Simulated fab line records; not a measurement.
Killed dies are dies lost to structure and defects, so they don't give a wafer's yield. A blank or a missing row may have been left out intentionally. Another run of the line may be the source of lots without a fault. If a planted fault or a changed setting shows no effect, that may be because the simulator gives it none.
fab line records	flow nand_harc
[record] lots = 11	wafers = 32	last_day = 24
route steps=1159 shown P_BONDPAD@380 A_ZERO_WELL@404 A_SOURCE_PLATE@423 END@1159
lots that met no fault: taken from a fault-free run of the same line
start_h: start of the lot's first displayed wafer, in hours after the record's first day	wait_h: time in hours since the lot's previous step	" identical to the entry in the row above	L1.1+2: one row covering several wafers at once	- no value, or no start was given	* or withheld: withheld	< > ~ a bound
route shown NAME@n: a module of which the file shows steps, and the number in the route of the first	usual: average and standard deviation across the fault-free wafers	same: alike in all rows	chamber/n: place in a boat	sites: each site's reading	_std_site: how widely they spread, as a standard deviation	_edge_site: mean of outer sites minus mean of inner sites	radius_mm: how far each site lies from the wafer's centre	mask NAME#n: copy n	behind: the most recent tool/chamber to have shaped the wafer	hold: the reason the lot was held/the length of the hold in hours/how it ended	device: names the non-switching transistor (n, p or np)	end of line: tests of these same wafers at the route's end	a step given without rows: its recipe and nothing more	killed: dies that structure and defects cost at the first sort, which is not the same as the wafer's yield	map: a wafer's dies, marking killed ones x, the rest . and places with no die _
set.NAME: the run value of the setting; set.NAME@STEP: its run value at that earlier step	model.NAME: the simulator's own value behind a step, which no gauge read
route steps across a sampled set of lots; one table per step, one row per wafer
services: from which hour (start_h, from the record's first day; less than 0 if before it) a tool's chamber was out of use, for how many hours, and why
[[steps]]
[step NHARC_P_BONDPAD_CMP_19]
[recipe] t_overpolish_s = 30	cu_recess_touch_s = 16	target_thk_nm = 160.81
[usual] motor_current_A = 12.2/1.6	overpolish_run_s = 29.999/0.0087
lot.wafer	tool	chamber	start_h	wait_h	motor_current_A	overpolish_run_s
L934.1	cmp-01	2	145.01	-	9.8	30.004
L934.2	"	1	"	"	14.5	29.990
L934.6	"	3	"	"	12.3	30.000
L935.1	cmp-01	1	149.04	-	14.1	29.993
L935.3	"	3	"	"	12.6	30.003
L935.5	"	2	"	"	9.6	29.996
L936.3	cmp-03	3	154.75	-	13.1	29.987
L936.2	"	1	"	"	13.1	29.984
L936.5	"	3	"	"	11.8	30.023
L939.3	cmp-03	3	164.05	-	12.5	29.980
L939.4	"	0	"	"	9.3	29.997
L939.5	"	0	"	"	9.5	30.000
L941.4	cmp-04	0	174.31	-	13.1	30.012
L941.2	"	1	"	"	12.0	29.997
L941.6	"	3	"	"	12.5	29.997
L940.4	cmp-01	2	174.80	-	10.6	29.998
L940.1	"	1	"	"	14.7	30.000
L940.5	"	2	"	"	10.1	30.009
L942.1	cmp-03	2	183.18	-	14.7	29.999
L942.4	"	0	"	"	9.5	29.999
L942.6	"	3	"	"	12.4	30.002
L945.3	cmp-04	3	194.39	-	12.7	30.009
L945.4	"	1	"	"	12.1	29.996
L945.6	"	3	"	"	12.2	30.008
L952.1	cmp-03	1	238.24	-	12.8	30.004
L952.3	"	0	"	"	9.8	30.005
L953.4	cmp-03	3	248.67	-	11.6	29.998
L953.2	"	1	"	"	13.0	30.003
L953.5	"	0	"	"	9.8	30.015
L956.3	cmp-01	0	256.82	-	12.2	30.003
L956.1	"	1	"	"	14.4	29.984
L956.5	"	3	"	"	12.6	30.010
[step NHARC_P_BONDPAD_THK_MEAS_20]
[recipe] thk_meas_gauge = xrf
[usual] thk_nm = 160.0/1.3
lot.wafer	tool	chamber	start_h	wait_h	thk_nm
L934.1	film_metro-01	-	145.33	-	160.8
L934.2	"	-	"	"	161.6
L934.6	"	-	"	"	161.9
L935.1	film_metro-02	-	149.36	-	160.9
L935.3	"	-	"	"	161.3
L935.5	"	-	"	"	159.0
L936.2	film_metro-01	-	155.07	-	161.0
L936.3	"	-	"	"	160.7
L936.5	"	-	"	"	157.4
L939.3	film_metro-02	-	164.38	-	159.1
L939.4	"	-	"	"	160.2
L939.5	"	-	"	"	158.4
L941.2	film_metro-01	-	174.61	-	159.5
L941.4	"	-	"	"	160.9
L941.6	"	-	"	"	160.0
L940.1	film_metro-02	-	175.13	-	158.4
L940.4	"	-	"	"	157.8
L940.5	"	-	"	"	159.0
L942.1	film_metro-01	-	183.50	-	159.5
L942.4	"	-	"	"	159.4
L942.6	"	-	"	"	159.6
L945.3	film_metro-01	-	194.71	-	158.5
L945.4	"	-	"	"	160.9
L945.6	"	-	"	"	159.8
L952.1	film_metro-02	-	238.57	-	158.5
L952.3	"	-	"	"	161.4
L953.2	film_metro-02	-	248.99	-	160.8
L953.4	"	-	"	"	159.6
L953.5	"	-	"	"	159.5
L956.1	film_metro-02	-	257.11	-	160.8
L956.3	"	-	"	"	157.7
L956.5	"	-	"	"	160.7
[step NHARC_A_ZERO_WELL_ETCH_19]
[recipe] target_depth_a = 800	overetch_a = 240	time_s = 87.88	ion_energy_ev = 200	n2_flow_sccm = 150	h2_flow_sccm = 150	ar_flow_sccm = 0	rf_w = 400	bias_w = 150	chemistry = N2/H2
[usual] drypump_motor_current_A = 5.6/0.33	oes_product_au = 0.998/0.011	rf_vpp_V = 431/3.2	showerhead_plenum_p_Torr = 2.06/0.11	throttle_valve_pct = 14.171/0.0085
lot.wafer	tool	chamber	start_h	wait_h	drypump_motor_current_A	oes_product_au	rf_hours_counter_h	rf_vpp_V	showerhead_plenum_p_Torr	throttle_valve_pct
L934.2	rie_diel-10	2	147.15	0.1	6.3	0.987	8	436	2.19	14.167
L934.1	"	3	"	"	5.2	1.008	9	434	2.13	14.170
L934.6	"	1	"	"	5.9	0.991	-	434	2.18	14.173
L935.3	rie_diel-10	1	151.21	0.1	5.9	0.983	9	434	2.18	14.179
L935.1	"	2	"	"	6.3	0.987	8	436	2.19	14.168
L935.5	"	0	"	"	5.7	0.991	-	429	1.95	14.177
L936.2	rie_diel-11	2	156.82	0.1	5.6	1.001	14	430	2.03	14.190
L936.3	"	0	"	"	5.5	1.000	12	427	1.92	14.161
L936.5	"	3	"	"	5.6	1.022	-	428	1.94	14.161
L939.4	rie_diel-10	3	166.16	0.1	5.2	1.007	10	432	2.13	14.178
L939.3	"	2	"	"	6.3	0.987	9	434	2.19	14.179
L939.5	"	3	"	"	5.2	0.999	-	433	2.13	14.158
L941.4	rie_diel-10	2	176.39	0.1	6.3	0.979	9	435	2.19	14.177
L941.2	"	0	"	"	5.7	0.992	11	427	1.95	14.155
L941.6	"	3	"	"	5.2	1.002	-	433	2.13	14.155
L940.1	rie_diel-11	1	176.91	0.1	6.1	1.018	16	431	2.00	14.169
L940.4	"	2	"	"	5.6	1.011	16	431	2.03	14.170
L940.5	"	1	"	"	6.1	1.017	-	431	2.00	14.180
L942.1	rie_diel-07	1	185.32	0.1	5.3	0.986	7	435	2.20	14.169
L942.4	"	2	"	"	5.4	1.002	9	435	2.21	14.171
L942.6	"	0	"	"	5.8	0.998	-	431	2.07	14.172
L945.3	rie_diel-07	3	196.51	0.1	5.4	1.002	8	428	1.93	14.154
L945.4	"	0	"	"	5.8	1.015	7	431	2.07	14.168
L945.6	"	2	"	"	5.4	1.005	-	435	2.21	14.175
L952.3	rie_diel-07	2	240.37	0.1	5.4	0.997	0	437	2.21	14.164
L952.1	"	3	"	"	5.4	0.987	0	428	1.93	14.151
L953.2	rie_diel-10	0	250.65	0.1	5.7	1.009	5	428	1.95	14.161
L953.4	"	2	"	"	6.3	0.986	4	435	2.19	14.171
L953.5	"	0	"	"	5.7	1.003	-	428	1.95	14.177
L956.1	rie_diel-07	2	258.76	0.1	5.4	0.994	2	435	2.21	14.165
L956.3	"	3	"	"	5.4	0.992	2	428	1.93	14.166
L956.5	"	3	"	"	5.4	0.994	-	426	1.93	14.175
[step NHARC_A_ZERO_WELL_ETCH_13]
[recipe] target_depth_a = 1200	time_s = 40.1	hbr_flow_sccm = 150	cl2_flow_sccm = 50	rf_w = 400	icp_w = 400	bias_w = 100	chemistry = HBr/Cl2
[usual] drypump_motor_current_A = 5.8/0.49	hbr_flow_sccm = 150.0/0.44	oes_product_au = 1.000/0.0093	throttle_valve_pct = 26.406/0.0091
lot.wafer	tool	chamber	start_h	wait_h	drypump_motor_current_A	hbr_flow_sccm	oes_product_au	rf_hours_counter_h	throttle_valve_pct
L934.2	rie_si-03	3	147.29	-	5.7	149.3	0.997	1.0	26.415
L934.1	"	0	"	"	4.7	150.2	1.018	1.3	26.405
L934.6	"	2	"	"	5.4	149.6	1.007	-	26.398
L935.1	rie_si-06	0	151.33	-	6.3	150.4	0.995	0.9	26.411
L935.3	"	2	"	"	6.4	150.3	0.997	0.9	26.405
L935.5	"	0	"	"	6.3	150.1	1.001	-	26.402
L936.2	rie_si-06	0	156.95	-	6.3	150.3	0.984	0.9	26.404
L936.3	"	2	"	"	6.4	149.8	0.987	0.9	26.413
L936.5	"	0	"	"	6.3	149.4	0.988	-	26.410
L939.4	rie_si-06	3	166.31	-	5.7	150.4	1.009	1.1	26.402
L939.3	"	0	"	"	6.3	149.8	0.985	1.0	26.408
L939.5	"	1	"	"	5.9	149.9	1.000	-	26.409
L941.2	rie_si-06	0	176.54	-	6.3	150.4	0.977	1.1	26.414
L941.4	"	1	"	"	5.9	149.6	1.000	-	26.397
L941.6	"	2	"	"	6.4	150.1	0.980	-	26.408
L940.4	rie_si-02	2	177.03	-	5.3	150.4	1.023	0.9	26.387
L940.1	"	3	"	"	6.4	150.0	0.986	0.9	26.422
L940.5	"	1	"	"	5.9	150.4	0.999	-	26.410
L942.1	rie_si-02	0	185.43	-	5.5	149.7	1.002	0.9	26.407
L942.4	"	1	"	"	5.8	150.0	1.019	1.0	26.419
L942.6	"	0	"	"	5.5	149.9	1.003	-	26.407
L945.4	rie_si-06	3	196.62	-	5.7	149.6	0.997	0.1	26.404
L945.3	"	0	"	"	6.3	149.2	1.004	0.1	26.407
L945.6	"	3	"	"	5.7	150.2	1.003	-	26.418
L952.3	rie_si-06	3	240.48	-	5.7	150.1	0.983	0.4	26.387
L952.1	"	0	"	"	6.3	149.4	0.990	0.3	26.404
L953.4	rie_si-06	0	250.79	-	6.4	149.4	0.993	0.4	26.402
L953.2	"	1	"	"	5.9	150.6	1.008	0.3	26.413
L953.5	"	3	"	"	5.7	149.8	0.996	-	26.413
L956.3	rie_si-03	0	258.87	-	4.7	149.8	0.995	0.8	26.393
L956.1	"	2	"	"	5.4	149.8	0.999	0.7	26.430
L956.5	"	1	"	"	5.8	150.7	1.015	-	26.405
[step NHARC_A_ZERO_WELL_INSPECT_17]
[usual] raw_defect_count = 12/5.2
lot.wafer	tool	chamber	start_h	wait_h	hold	raw_defect_count
L934.1	defect_inspect-01	-	148.37	0.2	-	24
L934.2	"	-	"	"	-	8
L934.6	"	-	"	"	-	19
L935.1	defect_inspect-01	-	152.45	0.2	-	20
L935.3	"	-	"	"	-	18
L935.5	"	-	"	"	-	31
L936.2	defect_inspect-01	-	158.06	0.1	-	17
L936.3	"	-	"	"	-	10
L936.5	"	-	"	"	-	14
L939.3	defect_inspect-01	-	167.38	0.1	-	6
L939.4	"	-	"	"	-	8
L939.5	"	-	"	"	-	17
L941.2	defect_inspect-02	-	177.63	0.1	-	10
L941.4	"	-	"	"	-	10
L941.6	"	-	"	"	-	7
L940.1	defect_inspect-01	-	178.29	0.2	-	8
L940.4	"	-	"	"	-	12
L940.5	"	-	"	"	-	9
L942.1	defect_inspect-02	-	186.53	0.2	-	11
L942.4	"	-	"	"	-	18
L942.6	"	-	"	"	-	8
L945.3	defect_inspect-01	-	197.73	0.1	-	9
L945.4	"	-	"	"	-	11
L945.6	"	-	"	"	-	11
L952.1	defect_inspect-01	-	241.58	0.2	await_dispo/0.2h/release	343
L952.3	"	-	"	"	await_dispo/0.2h/release	17
L952.1	defect_inspect-01	-	241.75	0.2	-	335
L952.3	"	-	"	"	-	16
L953.2	defect_inspect-01	-	251.87	0.1	await_dispo/0.2h/release	15
L953.4	"	-	"	"	await_dispo/0.2h/release	330
L953.5	"	-	"	"	await_dispo/0.2h/release	5
L953.2	defect_inspect-01	-	252.05	0.2	-	14
L953.4	"	-	"	"	-	328
L953.5	"	-	"	"	-	4
L956.1	defect_inspect-02	-	259.97	0.2	-	18
L956.3	"	-	"	"	-	12
L956.5	"	-	"	"	-	2
[step NHARC_A_SOURCE_PLATE_INSPECT_08]
[usual] raw_defect_count = 63/26
lot.wafer	tool	chamber	start_h	wait_h	hold	raw_defect_count
L934.1	defect_inspect-02	-	168.87	0.0	-	68
L934.2	"	-	"	"	-	76
L934.6	"	-	"	"	-	64
L935.1	defect_inspect-02	-	172.95	0.0	-	53
L935.3	"	-	"	"	-	53
L935.5	"	-	"	"	-	84
L936.2	defect_inspect-01	-	178.17	0.0	-	46
L936.3	"	-	"	"	-	36
L936.5	"	-	"	"	-	36
L939.3	defect_inspect-01	-	188.42	0.0	-	27
L939.4	"	-	"	"	-	43
L939.5	"	-	"	"	-	71
L940.1	defect_inspect-01	-	197.67	0.0	-	29
L940.4	"	-	"	"	-	29
L940.5	"	-	"	"	-	28
L941.2	defect_inspect-02	-	197.67	0.0	-	70
L941.4	"	-	"	"	-	62
L941.6	"	-	"	"	-	50
L942.1	defect_inspect-02	-	208.69	0.0	-	62
L942.4	"	-	"	"	-	40
L942.6	"	-	"	"	-	20
L945.3	defect_inspect-02	-	219.39	0.0	-	104
L945.4	"	-	"	"	-	67
L945.6	"	-	"	"	-	80
L952.1	defect_inspect-01	-	265.21	0.0	await_dispo/0.2h/release	393
L952.3	"	-	"	"	await_dispo/0.2h/release	90
L952.1	defect_inspect-01	-	265.38	0.2	-	403
L952.3	"	-	"	"	-	85
L953.2	defect_inspect-02	-	274.94	0.0	await_dispo/0.2h/release	51
L953.4	"	-	"	"	await_dispo/0.2h/release	356
L953.5	"	-	"	"	await_dispo/0.2h/release	38
L953.2	defect_inspect-02	-	275.11	0.2	-	46
L953.4	"	-	"	"	-	352
L953.5	"	-	"	"	-	43
L956.1	defect_inspect-01	-	279.48	0.0	-	60
L956.3	"	-	"	"	-	39
L956.5	"	-	"	"	-	43
[step NHARC_END_SORT_01]
[recipe] temp_c = 25
[usual] killed_at_array = 24/8.8	killed_at_other = 0.7/0.99	killed_at_periphery = 3.5/2.6	killed_dies = 28/9.3	killed_open = 3.2/1.7	killed_short = 1.7/1.4
[same] gross_dies = 677
lot.wafer	tool	chamber	start_h	wait_h	killed_at_array	killed_at_other	killed_at_periphery	killed_dies	killed_open	killed_short
L941.2	prober-01	0	487.71	2.8	13	0	1	14	2	2
L941.4	prober-01	0	489.32	3.4	9	1	1	11	0	1
L941.6	prober-01	0	490.94	4.0	14	0	3	17	2	3
L952.1	prober-01	0	554.39	2.4	75	3	2	80	3	3
L952.3	prober-01	0	556.00	3.1	39	3	2	44	4	3
L953.2	prober-01	0	566.36	2.8	30	0	4	34	5	1
L953.4	prober-01	0	567.96	3.4	87	0	3	90	5	2
L953.5	prober-01	0	568.76	3.7	32	0	2	34	3	2
// killed by level:class
L941.2 A_CONTACT:chamber_film_flake=5 A_CHANNEL_HOLE_D1:chamber_film_flake=3 P_M2:geometric_particle:open=1 A_CHANNEL_HOLE_D1:geometric_particle:short=1 A_WL_FILL:geometric_particle:short=1 A_WL_FILL:geometric_particle:open=1 A_STAIRCASE:chamber_film_flake=1 A_WL_FILL:chamber_film_flake=1
L941.4 A_STAIRCASE:chamber_film_flake=3 A_CHANNEL_HOLE_D1:chamber_film_flake=2 A_CONTACT:chamber_film_flake=2 A_M0:geometric_particle:short=1 P_STI:chamber_film_flake=1 A_WL_FILL:chamber_film_flake=1 THIN_TSV:chamber_film_flake=1
L941.6 A_CONTACT:chamber_film_flake=7 A_CHANNEL_HOLE_D1:chamber_film_flake=3 P_M0:geometric_particle:short=2 A_ONON_D1:geometric_particle:open=1 A_CHANNEL_FILL_D1:geometric_particle:open=1 A_CONTACT:geometric_particle:short=1 P_GATE:chamber_film_flake=1 A_STAIRCASE:chamber_film_flake=1
L952.1 A_ZERO_WELL:unspecified=54 A_CONTACT:chamber_film_flake=7 A_CHANNEL_HOLE_D1:chamber_film_flake=5 A_BONDPAD:chamber_film_flake=3 THIN_TSV:chamber_film_flake=3 A_STAIRCASE:chamber_film_flake=2 P_M0:geometric_particle:open=1 P_M2:geometric_particle:short=1
L952.3 A_CHANNEL_HOLE_D1:chamber_film_flake=20 A_CONTACT:chamber_film_flake=7 A_BONDPAD:chamber_film_flake=4 THIN_TSV:chamber_film_flake=3 A_ZERO_WELL:chamber_film_flake=2 P_M0:geometric_particle:short=1 P_M1:geometric_particle:open=1 A_SOURCE_PLATE:geometric_particle:short=1
L953.2 A_CHANNEL_HOLE_D1:chamber_film_flake=22 P_CONTACT:geometric_particle:open=2 A_CONTACT:geometric_particle:open=2 P_M0:geometric_particle:short=1 A_M0:geometric_particle:open=1 P_ZERO_WELL:chamber_film_flake=1 A_ZERO_WELL:chamber_film_flake=1 A_STAIRCASE:chamber_film_flake=1
L953.4 A_ZERO_WELL:unspecified=56 A_CHANNEL_HOLE_D1:chamber_film_flake=22 A_CHANNEL_FILL_D1:geometric_particle:open=2 P_ZERO_WELL:chamber_film_flake=2 P_CONTACT:geometric_particle:short=1 A_SGD_CUT:geometric_particle:open=1 A_CONTACT:geometric_particle:open=1 A_CONTACT:geometric_particle:short=1
L953.5 A_CHANNEL_HOLE_D1:chamber_film_flake=18 A_CONTACT:chamber_film_flake=7 P_ZERO_WELL:chamber_film_flake=2 A_STAIRCASE:chamber_film_flake=2 A_ONON_D1:geometric_particle:short=1 A_ONON_D1:geometric_particle:open=1 A_CHANNEL_HOLE_D1:geometric_particle:open=1 A_WL_FILL:geometric_particle:short=1
[[services]]
tool	chamber	start_h	hours	kind
rie_si-06	-	126.96	3.5	repair
cmp-04	-	130.34	2.7	repair
rie_diel-10	2	134.76	5.2	repair
rie_diel-11	0	138.16	2.9	repair
rie_si-02	-	147.53	0.3	repair
rie_si-03	-	155.00	9.0	pm
cmp-03	-	155.95	1.9	repair
cmp-01	-	168.65	2.2	repair
rie_si-06	3	172.61	9.6	repair
rie_diel-07	3	176.04	5.4	repair
rie_diel-10	-	176.50	9.0	pm
cmp-01	-	179.50	4.0	pm
rie_si-06	-	183.00	9.0	pm
rie_diel-11	-	189.63	9.0	pm
rie_diel-10	2	191.69	14.2	repair
cmp-01	-	192.90	1.7	repair
cmp-04	-	203.06	4.0	pm
rie_si-02	-	211.00	9.0	pm
cmp-04	-	218.40	6.5	repair
cmp-04	-	227.14	1.3	repair
rie_diel-07	-	228.20	9.0	pm
cmp-03	-	233.19	0.6	repair
cmp-03	-	247.49	1.0	repair
cmp-03	-	255.83	4.0	pm
[[key]]
[first_sign] step = NHARC_A_ZERO_WELL_INSPECT_17	reading = visit	direction = added
[effect] step = NHARC_A_ZERO_WELL_INSPECT_17	reading = raw_defect_count	direction = up	sigmas = 62	usual = 12	struck = 336
[effect] step = NHARC_A_SOURCE_PLATE_INSPECT_08	reading = visit	direction = added
[effect] step = NHARC_A_SOURCE_PLATE_INSPECT_08	reading = raw_defect_count	direction = up	sigmas = 12	usual = 63	struck = 374
[effect] step = NHARC_END_SORT_01	reading = killed_at_array	direction = up	sigmas = 6.5	usual = 24	struck = 81
[more_kills_born_at] NHARC_A_ZERO_WELL_ETCH_13@rie_si-06 = 110
met_at NHARC_A_ZERO_WELL_ETCH_13
struck_lots L952,L953
struck_wafers L952.1,L953.4
tester_left_out L952,L953
not_acting_at NHARC_P_BONDPAD_CMP_19,NHARC_P_BONDPAD_THK_MEAS_20,NHARC_A_ZERO_WELL_ETCH_19
onset_between 196.62 240.48
[fault] kind = chamber_particle_source	tool = rie_si-06	chamber = 0	onset_h = 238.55	steps = NHARC_A_ZERO_WELL_ETCH_13	rate_per_visit_cm2 = 0.4634	end_h = 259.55
// tester_left_out: of these lots the tester's yield and bins aren't shown, on N5 and GAA mostly nor the transistor test; their killed dies are dies lost to structure and defects alone, not to doping, threshold or leakage, so they don't give the yield
